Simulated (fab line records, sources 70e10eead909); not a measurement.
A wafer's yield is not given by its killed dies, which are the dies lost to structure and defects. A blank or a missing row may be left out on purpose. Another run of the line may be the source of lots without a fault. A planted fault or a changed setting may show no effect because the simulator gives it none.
fab line records	flow nand-harc
record lots=11	wafers=33	last-day=33
route steps=1302 shown A_STAIRCASE@733 END@1302
lots with no fault: from the same line, run without faults
start-h: start of the lot's first displayed wafer, in hours after the record's first day	wait-h: hours elapsed since this lot's preceding step	" as in the row above	L1.1+2: a row that stands for several wafers	- value missing, or start not given	* or withheld: withheld	< > ~ a bound
route shown NAME@n: names a module that has steps shown in the file, with the first one's number in the route	usual: mean/standard deviation of fault-free wafers	same: alike in all rows	chamber/n: place in a boat	sites: readings site by site	_std_site: standard deviation across them	_edge_site: outer sites' mean less inner sites'	radius-mm: how far each site lies from the wafer's centre	mask NAME#n: copy n	behind: the tool/chamber that last shaped the wafer	hold: cause of the lot's hold/its duration in hours/its outcome	device: whichever transistor did not switch (one of n, p or np)	end of line: tests run on the same wafers once the route is complete	a step given without rows: its recipe and nothing more	killed: count of dies lost to structure and defects at first sort (not the wafer's yield)	map: dies across one wafer; x = killed, . = not, _ = none there
set.NAME: the run value of the setting; set.NAME@STEP: its run value at that earlier step	model.NAME: the simulator's own value behind a step, which no gauge read
one table for each step of the route and one row for each wafer, over a sample of lots
services: the hour from which a tool's chamber was out of use, counted from the record's first day as start-h (under 0 if before that day), plus the number of hours and why
## steps
# step NHARC_A_STAIRCASE_DESCUM_219
# recipe time-s=3	o2-flow-sccm=200	ar-flow-sccm=0	bias-power-w=0	chemistry=O2
# usual drypump-motor-current-A=5.9/0.44	o2-flow-sccm=199.9/0.66	oes-product-au=1.003/0.0076	rf-vpp-V=57.8/0.93	showerhead-plenum-p-Torr=1.90/0.078	throttle-valve-pct=11.312/0.0098
lot.wafer	tool	chamber	start-h	wait-h	drypump-motor-current-A	o2-flow-sccm	oes-product-au	rf-hours-counter-h	rf-vpp-V	showerhead-plenum-p-Torr	throttle-valve-pct
L591.2	rie-diel-10	3	351.42	-	5.3	199.5	1.003	34	58.7	1.94	11.306
L591.1	"	0	"	"	5.9	199.9	1.007	29	56.9	1.92	11.309
L591.3	"	1	"	"	5.8	199.9	1.012	33	59.3	2.04	11.321
L592.3	rie-diel-04	0	379.83	-	5.4	199.8	0.990	6	59.4	1.87	11.310
L592.2	"	2	"	"	6.0	200.5	1.003	4	58.3	1.82	11.309
L592.6	"	3	"	"	5.7	200.3	0.994	-	56.1	1.80	11.315
L593.1	rie-diel-10	2	380.68	-	6.3	200.4	1.007	47	56.8	1.84	11.326
L593.6	"	3	"	"	5.3	199.4	1.000	-	58.3	1.93	11.300
L593.5	"	0	"	"	5.9	198.4	1.007	-	58.9	1.92	11.321
L595.3	rie-diel-10	0	390.86	-	5.9	200.5	0.997	42	58.8	1.92	11.319
L595.6	"	3	"	"	5.4	200.4	1.012	-	57.4	1.93	11.304
L595.5	"	0	"	"	5.8	200.1	1.008	-	58.8	1.92	11.318
L596.1	rie-diel-04	0	399.76	-	5.4	199.1	1.005	13	58.7	1.87	11.293
L596.6	"	2	"	"	6.0	199.8	1.008	-	56.8	1.81	11.320
L596.5	"	3	"	"	5.7	199.8	1.005	-	55.6	1.80	11.318
L608.1	rie-diel-04	3	516.17	-	5.7	199.7	1.007	57	56.4	1.79	11.321
L608.2	"	2	"	"	6.0	199.6	1.000	39	56.5	1.80	11.325
L608.6	"	3	"	"	5.7	199.9	1.002	-	58.8	1.79	11.307
L606.1	rie-diel-10	3	516.65	-	5.3	200.2	1.009	29	58.6	1.92	11.293
L606.3	"	1	"	"	5.8	199.1	1.011	29	59.0	2.02	11.316
L606.5	"	3	"	"	5.3	200.2	1.002	-	57.9	1.92	11.304
L605.3	rie-diel-10	3	517.61	-	5.4	200.5	0.993	29	58.1	1.92	11.310
L605.2	"	0	"	"	5.9	200.0	1.008	15	58.4	1.91	11.301
L605.5	"	2	"	"	6.4	200.0	1.000	-	57.9	1.82	11.307
L609.2	rie-diel-10	2	546.74	-	6.3	199.3	1.012	41	57.7	1.82	11.301
L609.6	"	3	"	"	5.4	199.9	1.005	-	57.6	1.92	11.326
L609.5	"	0	"	"	5.9	199.7	1.019	-	58.5	1.91	11.318
L612.3	rie-diel-03	2	563.31	-	6.9	199.7	0.996	27	57.8	1.95	11.319
L612.2	"	3	"	"	6.1	200.5	0.997	33	58.1	1.96	11.327
L612.6	"	3	"	"	6.0	200.3	1.001	-	56.9	1.96	11.303
L613.4	rie-diel-03	2	589.43	-	6.9	201.0	1.001	34	58.0	1.94	11.332
L613.5	"	0	"	"	6.2	199.5	0.988	-	57.7	2.04	11.304
L613.6	"	1	"	"	5.2	199.6	0.999	-	59.8	2.04	11.317
# step NHARC_A_STAIRCASE_TRIM_220
# recipe time-s=211.2	o2-flow-sccm=500	ar-flow-sccm=0	bias-w=0	chemistry=O2
# usual drypump-motor-current-A=5.9/0.41	o2-flow-sccm=500.1/1.7	oes-product-au=1.003/0.007	rf-vpp-V=57.8/0.87	run-length-s=232.8/0.34	showerhead-plenum-p-Torr=3.52/0.14	throttle-valve-pct=17.037/0.0091
lot.wafer	tool	chamber	start-h	wait-h	drypump-motor-current-A	o2-flow-sccm	oes-product-au	rf-hours-counter-h	rf-vpp-V	run-length-s	showerhead-plenum-p-Torr	throttle-valve-pct
L591.1	rie-diel-10	2	351.64	0.2	6.3	498.8	1.009	36	58.0	233.4	3.40	17.030
L591.2	"	3	"	"	5.4	499.7	1.009	34	58.4	232.9	3.57	17.039
L591.3	"	0	"	"	5.9	501.4	1.006	29	57.2	232.6	3.54	17.036
L592.3	rie-diel-04	1	379.94	0.1	6.4	499.2	1.007	4	58.1	232.9	3.52	17.027
L592.2	"	2	"	"	6.0	501.9	1.015	4	55.3	233.1	3.36	17.029
L592.6	"	3	"	"	5.7	500.8	1.002	-	59.2	233.2	3.34	17.040
L593.1	rie-diel-10	3	380.78	0.1	5.4	497.5	0.988	43	59.2	232.6	3.57	17.026
L593.6	"	3	"	"	5.4	499.6	0.999	-	58.1	232.9	3.56	17.057
L593.5	"	0	"	"	5.9	501.0	1.000	-	57.6	233.2	3.54	17.055
L595.3	rie-diel-10	2	390.98	0.1	6.4	501.2	1.005	50	57.5	233.0	3.40	17.046
L595.6	"	3	"	"	5.4	501.9	1.006	-	58.1	232.9	3.56	17.043
L595.5	"	0	"	"	5.9	500.9	1.002	-	58.8	232.7	3.54	17.044
L596.1	rie-diel-04	1	399.83	0.1	6.3	500.0	1.006	11	58.6	233.1	3.52	17.025
L596.6	"	1	"	"	6.4	499.2	1.002	-	58.0	233.2	3.52	17.035
L596.5	"	2	"	"	6.0	497.2	1.009	-	57.0	232.9	3.36	17.038
L608.2	rie-diel-04	2	516.27	0.1	6.0	498.8	0.999	39	57.8	233.0	3.34	17.041
L608.1	"	3	"	"	5.7	498.1	0.995	57	56.0	232.7	3.31	17.043
L608.6	"	2	"	"	6.0	502.0	1.008	-	59.0	232.8	3.34	17.043
L606.3	rie-diel-10	3	516.73	0.1	5.4	501.3	1.004	29	58.1	232.7	3.54	17.042
L606.1	"	1	"	"	5.8	500.7	1.011	29	57.4	232.5	3.72	17.019
L606.5	"	3	"	"	5.3	499.7	1.000	-	56.6	232.9	3.54	17.042
L605.2	rie-diel-10	2	517.69	0.1	6.4	504.4	1.013	29	57.0	233.4	3.37	17.045
L605.3	"	3	"	"	5.3	500.6	1.012	29	58.9	232.9	3.54	17.037
L605.5	"	2	"	"	6.3	502.6	1.006	-	57.2	233.1	3.37	17.034
L609.2	rie-diel-10	3	546.80	0.1	5.4	498.3	1.007	41	58.1	232.6	3.53	17.030
L609.5	"	3	"	"	5.4	498.6	0.996	-	57.0	233.1	3.53	17.040
L609.6	"	0	"	"	5.9	501.9	1.009	-	56.9	232.7	3.52	17.058
L612.3	rie-diel-03	0	563.40	0.1	6.1	500.7	0.995	29	57.7	232.8	3.75	17.037
L612.2	"	1	"	"	5.2	498.2	1.000	33	57.0	232.3	3.76	17.039
L612.6	"	0	"	"	6.1	501.7	0.994	-	57.6	232.4	3.75	17.039
L613.4	rie-diel-03	3	589.50	0.1	6.0	497.6	1.007	40	57.3	232.8	3.60	17.031
L613.5	"	3	"	"	6.1	499.7	0.997	-	58.1	232.1	3.60	17.046
L613.6	"	0	"	"	6.1	499.6	0.987	-	58.2	232.6	3.75	17.029
# step NHARC_A_STAIRCASE_TRIM_231
# recipe time-s=211.2	o2-flow-sccm=500	ar-flow-sccm=0	bias-w=0	chemistry=O2
# usual drypump-motor-current-A=5.9/0.43	o2-flow-sccm=499.8/1.5	oes-product-au=1.004/0.0078	rf-vpp-V=57.8/0.84	run-length-s=232.8/0.35	showerhead-plenum-p-Torr=3.53/0.14	throttle-valve-pct=17.036/0.0092
lot.wafer	tool	chamber	start-h	wait-h	drypump-motor-current-A	o2-flow-sccm	oes-product-au	rf-hours-counter-h	rf-vpp-V	run-length-s	showerhead-plenum-p-Torr	throttle-valve-pct
L591.2	rie-diel-10	0	352.92	-	5.9	498.5	1.009	30	58.4	232.6	3.54	17.055
L591.3	"	2	"	"	6.4	499.8	1.001	37	57.2	233.5	3.40	17.041
L591.1	"	3	"	"	5.4	499.7	1.009	35	56.7	232.9	3.57	17.039
L592.2	rie-diel-04	2	381.34	-	6.0	499.8	1.007	5	58.0	232.7	3.36	17.036
L592.3	"	3	"	"	5.7	498.0	1.001	6	56.5	232.6	3.34	17.039
L592.6	"	1	"	"	6.4	502.0	1.007	-	57.8	232.9	3.52	17.035
L593.1	rie-diel-10	2	382.32	-	6.4	499.6	1.001	48	58.5	233.3	3.40	17.033
L593.5	"	0	"	"	5.9	500.4	0.998	-	59.1	232.7	3.54	17.041
L593.6	"	2	"	"	6.4	498.6	0.997	-	56.4	232.9	3.40	17.046
L595.3	rie-diel-10	1	392.32	-	5.8	498.3	1.010	46	58.1	232.5	3.74	17.046
L595.5	"	1	"	"	5.9	498.9	1.007	-	58.5	232.7	3.74	17.014
L595.6	"	2	"	"	6.4	497.0	1.008	-	58.2	233.3	3.40	17.026
L596.1	rie-diel-10	0	401.81	-	5.9	500.7	0.997	46	57.2	233.2	3.53	17.055
L596.6	"	2	"	"	6.4	502.7	1.005	-	57.8	233.1	3.39	17.033
L596.5	"	3	"	"	5.4	500.0	1.005	-	58.9	232.5	3.56	17.054
L608.1	rie-diel-04	1	517.57	-	6.4	498.9	1.001	56	57.9	233.3	3.49	17.047
L608.2	"	2	"	"	6.0	498.8	1.004	40	56.9	232.9	3.34	17.042
L608.6	"	0	"	"	5.4	500.8	1.000	-	57.3	232.9	3.43	17.023
L606.3	rie-diel-10	0	518.16	-	5.9	499.9	1.005	15	58.5	232.6	3.53	17.028
L606.1	"	2	"	"	6.4	500.8	0.994	29	58.0	161.1	3.37	17.028
L606.5	"	3	"	"	5.4	499.2	0.999	-	58.8	232.8	3.54	17.041
L605.3	rie-diel-10	1	519.22	-	5.8	499.8	1.001	31	57.1	232.6	3.72	17.053
L605.2	"	2	"	"	6.4	498.8	1.010	30	59.0	161.3	3.37	17.030
L605.5	"	0	"	"	5.9	498.4	1.011	-	57.2	233.0	3.52	17.034
L609.2	rie-diel-04	0	548.18	-	5.4	501.8	0.988	2	58.2	233.4	3.43	17.030
L609.5	"	1	"	"	6.4	501.8	0.988	-	57.3	233.0	3.49	17.026
L609.6	"	2	"	"	6.0	500.7	0.998	-	57.7	233.2	3.34	17.039
L612.3	rie-diel-04	2	564.75	-	6.0	498.8	1.006	9	56.6	233.2	3.33	17.035
L612.2	"	0	"	"	5.4	500.0	1.005	7	58.3	232.6	3.42	17.049
L612.6	"	0	"	"	5.4	501.0	1.016	-	56.8	232.9	3.42	17.043
L613.4	rie-diel-10	3	590.94	-	5.4	499.8	1.002	61	58.9	232.7	3.52	17.036
L613.6	"	2	"	"	6.3	503.1	1.000	-	57.1	233.4	3.36	17.027
L613.5	"	3	"	"	5.3	501.0	1.004	-	57.1	232.8	3.52	17.038
# step NHARC_A_STAIRCASE_STRIP_238
# recipe power-w=1500	temp-c=250	chemistry=O2
# usual drypump-motor-current-A=5.6/0.62	heater-power-w=318/32
lot.wafer	tool	chamber	start-h	wait-h	drypump-motor-current-A	heater-power-w	rf-hours-counter-h
L591.1	plasma-asher-01	1	353.71	0.1	6.2	364	1
L591.2	"	0	"	"	5.2	345	1
L591.3	"	1	"	"	6.3	359	-
L592.2	plasma-asher-02	1	382.10	0.1	4.9	331	24
L592.3	"	1	"	"	4.9	325	-
L592.6	"	0	"	"	6.2	267	-
L593.1	plasma-asher-01	0	383.27	0.1	5.1	339	7
L593.5	"	0	"	"	5.1	345	-
L593.6	"	1	"	"	6.3	357	-
L595.3	plasma-asher-01	0	393.33	0.2	5.1	352	-
L595.6	"	1	"	"	6.2	352	-
L595.5	"	0	"	"	5.1	337	-
L596.1	plasma-asher-01	0	402.67	0.1	5.1	338	10
L596.5	"	0	"	"	5.1	336	-
L596.6	"	1	"	"	6.2	350	-
L608.2	plasma-asher-02	1	518.35	0.1	4.9	319	25
L608.1	"	0	"	"	6.2	271	25
L608.6	"	0	"	"	6.2	275	-
L606.1	plasma-asher-02	1	519.05	0.1	4.9	312	25
L606.3	"	1	"	"	4.9	318	-
L606.5	"	1	"	"	4.9	318	-
L605.2	plasma-asher-02	0	520.23	0.3	6.2	282	26
L605.3	"	1	"	"	4.9	327	-
L605.5	"	1	"	"	4.9	322	-
L609.2	plasma-asher-02	0	551.78	0.1	6.2	278	33
L609.5	"	1	"	"	4.9	314	-
L609.6	"	0	"	"	6.2	272	-
L612.2	plasma-asher-01	0	566.13	0.1	5.1	325	8
L612.3	"	0	"	"	5.1	323	-
L612.6	"	1	"	"	6.3	374	-
L613.4	plasma-asher-01	1	591.80	0.2	6.3	363	-
L613.6	"	1	"	"	6.2	363	-
L613.5	"	0	"	"	5.1	322	-
# step NHARC_END_SORT_01
# recipe temp-c=25
# usual killed-at-array=63/18	killed-at-other=1.1/1.3	killed-at-periphery=4.3/2.8	killed-dies=68/18	killed-open=3.3/2	killed-short=2.4/1.6
# same gross-dies=677
lot.wafer	tool	chamber	start-h	wait-h	hold	killed-at-array	killed-at-other	killed-at-periphery	killed-dies	killed-open	killed-short
L591.1	prober-02	0	548.03	2.5	-	89	1	2	92	0	3
L591.2	prober-02	0	548.83	2.8	-	101	4	2	107	4	2
L591.3	prober-02	0	549.63	3.1	-	90	4	5	99	3	2
L592.2	prober-02	0	581.59	2.8	-	71	2	9	82	4	2
L592.3	prober-02	0	582.38	3.1	-	80	1	10	91	1	4
L592.6	prober-02	0	584.76	4.0	-	82	0	5	87	6	0
L608.1	prober-02	0	752.50	2.5	-	85	0	1	86	2	5
L608.2	prober-02	0	753.30	2.8	-	83	0	4	87	3	3
L608.6	prober-02	0	756.48	4.0	-	75	1	4	80	2	4
L605.2	prober-01	0	761.02	2.8	await-dispo/2.5h/release	675	0	2	677	1	5
L605.3	prober-01	0	761.83	3.1	await-dispo/2.5h/release	68	2	6	76	10	2
L605.5	prober-01	0	763.45	3.7	await-dispo/2.5h/release	68	1	0	69	1	2
L606.1	prober-01	0	768.13	2.5	await-dispo/3.4h/release	674	0	3	677	2	1
L606.3	prober-01	0	769.72	3.1	await-dispo/3.4h/release	41	2	0	43	3	1
L606.5	prober-01	0	771.31	3.7	await-dispo/3.4h/release	44	1	2	47	3	4
L613.4	prober-02	0	792.31	3.4	-	79	1	2	82	1	0
L613.5	prober-02	0	793.10	3.7	-	83	1	2	86	2	6
L613.6	prober-02	0	793.89	3.9	-	82	0	4	86	6	1
# killed by level:class
L591.1 A_CHANNEL_HOLE_D1:chamber-film-flake=32 A_CHANNEL_HOLE_D2:chamber-film-flake=31 A_SLIT:chamber-film-flake=16 A_STAIRCASE:chamber-film-flake=3 A_CONTACT:chamber-film-flake=2 A_ONON_D1:geometric-particle:short=1 A_CHANNEL_HOLE_D1:geometric-particle:short=1 A_ONON_D2:geometric-particle:short=1
L591.2 A_CHANNEL_HOLE_D2:chamber-film-flake=35 A_CHANNEL_HOLE_D1:chamber-film-flake=32 A_SLIT:chamber-film-flake=25 THIN_TSV:chamber-film-flake=3 A_BLC:chamber-film-flake=3 A_CONTACT:geometric-particle:open=2 P_GATE:geometric-particle:open=1 P_CONTACT:geometric-particle:short=1
L591.3 A_CHANNEL_HOLE_D1:chamber-film-flake=34 A_CHANNEL_HOLE_D2:chamber-film-flake=23 A_SLIT:chamber-film-flake=22 P_M2:chamber-film-flake=4 A_BLC:chamber-film-flake=4 THIN_TSV:chamber-film-flake=4 A_SGD_CUT:geometric-particle:short=2 A_ONON_D2:geometric-particle:open=1
L592.2 A_CHANNEL_HOLE_D1:chamber-film-flake=29 A_SLIT:chamber-film-flake=15 A_CHANNEL_HOLE_D2:chamber-film-flake=7 A_STAIRCASE:chamber-film-flake=6 A_WL_FILL:chamber-film-flake=5 P_BONDPAD:chamber-film-flake=4 A_CONTACT:chamber-film-flake=4 P_CONTACT:geometric-particle:open=2
L592.3 A_CHANNEL_HOLE_D1:chamber-film-flake=32 A_SLIT:chamber-film-flake=22 A_CONTACT:chamber-film-flake=8 A_CHANNEL_HOLE_D2:chamber-film-flake=6 P_BONDPAD:chamber-film-flake=5 A_CHANNEL_FILL_D1:chamber-film-flake=4 A_STAIRCASE:chamber-film-flake=4 P_ZERO_WELL:chamber-film-flake=2
L592.6 A_CHANNEL_HOLE_D1:chamber-film-flake=35 A_SLIT:chamber-film-flake=23 A_CONTACT:chamber-film-flake=5 A_CHANNEL_FILL_D1:chamber-film-flake=4 A_CHANNEL_HOLE_D2:chamber-film-flake=4 A_STAIRCASE:chamber-film-flake=4 A_CHANNEL_FILL_D1:geometric-particle:open=2 P_BONDPAD:chamber-film-flake=2
L608.1 A_CHANNEL_HOLE_D1:chamber-film-flake=38 A_SLIT:chamber-film-flake=28 A_CONTACT:chamber-film-flake=5 A_SGD_CUT:geometric-particle:short=2 A_CHANNEL_FILL_D2:chamber-film-flake=2 A_STAIRCASE:chamber-film-flake=2 A_ONON_D1:geometric-particle:open=1 A_ONON_D1:geometric-particle:short=1
L608.2 A_SLIT:chamber-film-flake=36 A_CHANNEL_HOLE_D1:chamber-film-flake=34 A_CONTACT:chamber-film-flake=6 P_GATE:geometric-particle:open=1 P_M2:geometric-particle:open=1 A_DECK1_JOINT:geometric-particle:open=1 A_CHANNEL_FILL_D2:geometric-particle:short=1 A_WL_FILL:geometric-particle:short=1
L608.6 A_SLIT:chamber-film-flake=34 A_CHANNEL_HOLE_D1:chamber-film-flake=29 A_CONTACT:chamber-film-flake=4 A_CHANNEL_FILL_D2:geometric-particle:short=2 P_CONTACT:chamber-film-flake=2 P_CONTACT:geometric-particle:open=1 A_ONON_D1:geometric-particle:short=1 A_CHANNEL_FILL_D1:geometric-particle:open=1
L605.2 A_STAIRCASE:area-trim=598 A_CHANNEL_HOLE_D1:chamber-film-flake=33 A_SLIT:chamber-film-flake=30 A_CONTACT:chamber-film-flake=5 A_WL_FILL:geometric-particle:short=4 A_STAIRCASE:chamber-film-flake=2 P_M2:geometric-particle:open=1 A_ONON_D1:geometric-particle:short=1
L605.3 A_CHANNEL_HOLE_D1:chamber-film-flake=31 A_SLIT:chamber-film-flake=20 A_STAIRCASE:chamber-film-flake=5 P_M0:geometric-particle:open=3 A_CONTACT:chamber-film-flake=3 A_WL_FILL:geometric-particle:open=2 A_BLC:geometric-particle:open=2 P_ZERO_WELL:chamber-film-flake=2
L605.5 A_CHANNEL_HOLE_D1:chamber-film-flake=33 A_SLIT:chamber-film-flake=26 A_ZERO_WELL:chamber-film-flake=2 A_WL_FILL:chamber-film-flake=2 A_ONON_D1:geometric-particle:short=1 A_CHANNEL_FILL_D1:geometric-particle:short=1 A_WL_FILL:geometric-particle:open=1 A_CHANNEL_FILL_D1:chamber-film-flake=1
L606.1 A_STAIRCASE:area-trim=634 A_CHANNEL_HOLE_D2:chamber-film-flake=22 A_CONTACT:chamber-film-flake=6 A_CHANNEL_HOLE_D1:chamber-film-flake=5 A_SLIT:chamber-film-flake=3 A_STAIRCASE:chamber-film-flake=2 P_M0:geometric-particle:short=1 A_CHANNEL_FILL_D2:geometric-particle:open=1
L606.3 A_CHANNEL_HOLE_D2:chamber-film-flake=21 A_CHANNEL_HOLE_D1:chamber-film-flake=6 A_SLIT:chamber-film-flake=5 A_ZERO_WELL:chamber-film-flake=3 A_CHANNEL_FILL_D1:geometric-particle:open=1 A_CHANNEL_FILL_D1:geometric-particle:short=1 A_CHANNEL_FILL_D2:geometric-particle:open=1 STARTING-WAFER:geometric-particle:open=1
L606.5 A_CHANNEL_HOLE_D2:chamber-film-flake=16 A_CHANNEL_HOLE_D1:chamber-film-flake=11 A_SLIT:chamber-film-flake=4 A_WL_FILL:chamber-film-flake=4 A_CONTACT:chamber-film-flake=2 P_CONTACT:geometric-particle:short=1 P_CONTACT:geometric-particle:open=1 A_SOURCE_PLATE:geometric-particle:short=1
L613.4 A_SLIT:chamber-film-flake=34 A_CHANNEL_HOLE_D2:chamber-film-flake=20 A_STAIRCASE:chamber-film-flake=10 A_CHANNEL_HOLE_D1:chamber-film-flake=8 A_CONTACT:chamber-film-flake=3 A_SGD_CUT:geometric-particle:open=1 P_STI:chamber-film-flake=1 P_GATE:chamber-film-flake=1
L613.5 A_CHANNEL_HOLE_D2:chamber-film-flake=30 A_SLIT:chamber-film-flake=23 A_CHANNEL_HOLE_D1:chamber-film-flake=10 A_STAIRCASE:chamber-film-flake=7 A_CONTACT:chamber-film-flake=2 A_BLC:chamber-film-flake=2 P_GATE:geometric-particle:open=1 A_ONON_D1:geometric-particle:short=1
L613.6 A_SLIT:chamber-film-flake=30 A_CHANNEL_HOLE_D2:chamber-film-flake=24 A_CHANNEL_HOLE_D1:chamber-film-flake=12 A_STAIRCASE:chamber-film-flake=8 P_STI:chamber-film-flake=2 A_CONTACT:chamber-film-flake=2 P_GATE:geometric-particle:open=1 P_CONTACT:geometric-particle:open=1
## services
tool	chamber	start-h	hours	kind
rie-diel-03	2	333.37	8.2	repair
plasma-asher-01	-	342.00	9.0	pm
rie-diel-10	0	349.52	-	clean
rie-diel-10	1	349.52	-	clean
rie-diel-10	2	349.52	-	clean
rie-diel-10	3	349.52	-	clean
rie-diel-04	-	355.03	9.0	pm
rie-diel-10	0	374.02	-	clean
rie-diel-10	1	378.57	7.1	repair
rie-diel-03	2	388.47	3.9	repair
rie-diel-10	0	408.18	57.3	repair
plasma-asher-02	-	417.96	0.4	repair
rie-diel-10	-	421.20	9.0	pm
plasma-asher-02	-	426.08	9.0	pm
rie-diel-04	3	426.47	1.7	repair
rie-diel-04	2	445.86	34.0	repair
plasma-asher-01	-	446.48	36.9	repair
rie-diel-03	-	460.74	9.0	pm
rie-diel-03	0	475.38	9.6	repair
rie-diel-03	2	490.23	16.0	repair
rie-diel-04	0	505.96	4.3	repair
plasma-asher-01	-	519.19	9.0	pm
rie-diel-04	2	523.84	18.4	repair
rie-diel-04	-	532.03	9.0	pm
## key
first-sign step=NHARC_A_STAIRCASE_TRIM_231	reading=run-length-s	direction=down	sigmas=99+	usual=*	struck=*
effect step=NHARC_END_SORT_01	reading=killed-at-array	direction=up	sigmas=35	usual=63	struck=674
more-kills-born-at NHARC_A_STAIRCASE_TRIM_231@rie-diel-10=1232
met-at NHARC_A_STAIRCASE_TRIM_231
struck-lots L605,L606
struck-wafers L605.2,L606.1
later-rows-left-out L605.2,L606.1
tester-left-out L605,L606
not-acting-at NHARC_A_STAIRCASE_DESCUM_219,NHARC_A_STAIRCASE_TRIM_220,NHARC_A_STAIRCASE_STRIP_238
onset-between 401.81 518.16
fault kind=process-parameter-drift	tool=rie-diel-10	chamber=2	onset-h=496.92	steps=NHARC_A_STAIRCASE_TRIM_231	channel=time-s	offset=*	shape=step	end-h=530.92	acts-in=*	stated=*
# tester-left-out: of these lots the tester's yield and bins aren't shown, on N5 and GAA mostly nor the transistor test; their killed dies are dies lost to structure and defects alone, not to doping, threshold or leakage, so they don't give the yield
# later-rows-left-out: the simulator's readings of these wafers behind a module that went badly wrong aren't trusted and aren't shown, but for the sort
